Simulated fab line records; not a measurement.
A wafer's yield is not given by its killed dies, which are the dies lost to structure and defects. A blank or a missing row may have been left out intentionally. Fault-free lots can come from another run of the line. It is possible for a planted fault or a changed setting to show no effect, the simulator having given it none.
Chamber matching | flow n5_finfet | 4 sister chambers for N5_MOL_CONTACT_COAG_STRIP_96 on rie_diel-05
The step strips in N2/H2. 20 wafers are shown with their chamber, then 10 later ones without.

EACH WAFER AND ITS CHAMBER
wafer  | chamber | drypump_motor_current_A (A) | throttle_valve_pct (%) | showerhead_plenum_p_Torr (Torr)
L074.1 | 1       | 5.6                         | 18.5                   | 3.45
L074.2 | 0       | 5.4                         | 19.6                   | 3.49
L074.3 | 2       | 5.3                         | 19.6                   | 3.50
L074.4 | 3       | 6.5                         | 18.9                   | 3.17
L074.5 | 3       | 6.5                         | 18.9                   | 3.17
L074.6 | 2       | 5.2                         | 19.6                   | 3.50
L077.2 | 1       | 5.6                         | 18.6                   | 3.45
L077.4 | 3       | 6.5                         | 18.9                   | 3.16
L077.6 | 1       | 5.6                         | 18.5                   | 3.45
L081.1 | 1       | 5.6                         | 18.5                   | 3.44
L081.4 | 1       | 5.6                         | 18.6                   | 3.44
L081.6 | 0       | 5.4                         | 19.7                   | 3.48
L082.2 | 3       | 6.5                         | 18.9                   | 3.16
L082.5 | 0       | 5.4                         | 19.7                   | 3.48
L082.6 | 3       | 6.5                         | 18.9                   | 3.16
L091.2 | 0       | 5.4                         | 19.7                   | 3.47
L091.3 | 2       | 5.2                         | 19.7                   | 3.48
L091.6 | 1       | 5.7                         | 18.6                   | 3.43
L092.2 | 0       | 5.4                         | 19.7                   | 3.47
L092.3 | 3       | 6.5                         | 18.6                   | 3.56

SIGNATURES (means of the wafers above)
reading                  | chamber 0 | chamber 1 | chamber 2 | chamber 3 | scatter within a chamber
drypump_motor_current_A  | 5.400     | 5.617     | 5.233     | 6.500     | 0.0306
throttle_valve_pct       | 19.680    | 18.550    | 19.633    | 18.850    | 0.0809
showerhead_plenum_p_Torr | 3.4780    | 3.4433    | 3.4933    | 3.2300    | 0.0907
Rule: a wafer's distance from a chamber is the root of the sum, over the readings, of the square of ((its reading less the chamber's mean) divided by the reading's scatter). If the next closest chamber is less than 2 further off than the closest, the wafer can't be placed; otherwise it belongs to the closest. The scatter: take each reading less its chamber's mean, square it, sum over the shown wafers, divide by the number of wafers less the number of chambers, and take the root.

WAFERS WITHOUT THEIR CHAMBER
wafer  | drypump_motor_current_A (A) | throttle_valve_pct (%) | showerhead_plenum_p_Torr (Torr)
L092.4 | 5.2                         | 19.7                   | 3.48
L094.1 | 6.5                         | 18.6                   | 3.56
L094.2 | 5.4                         | 19.7                   | 3.47
L094.3 | 5.2                         | 19.7                   | 3.48
L094.4 | 5.6                         | 18.6                   | 3.43
L094.5 | 5.6                         | 18.6                   | 3.43
L094.6 | 5.4                         | 19.7                   | 3.47
L097.2 | 5.4                         | 19.7                   | 3.47
L097.4 | 6.5                         | 18.6                   | 3.55
L097.5 | 5.6                         | 18.6                   | 3.42

THE CHAMBER EACH PASSED THROUGH
wafer  | from the rows above | in truth
L092.4 | 2                   | 2
L094.1 | 3                   | 3
L094.2 | 0                   | 0
L094.3 | 2                   | 2
L094.4 | 1                   | 1
L094.5 | 1                   | 1
L094.6 | 0                   | 0
L097.2 | 0                   | 0
L097.4 | 3                   | 3
L097.5 | 1                   | 1
Placed correctly: 10 of 10. Can't be placed from these rows: 0. Placed wrongly: 0.
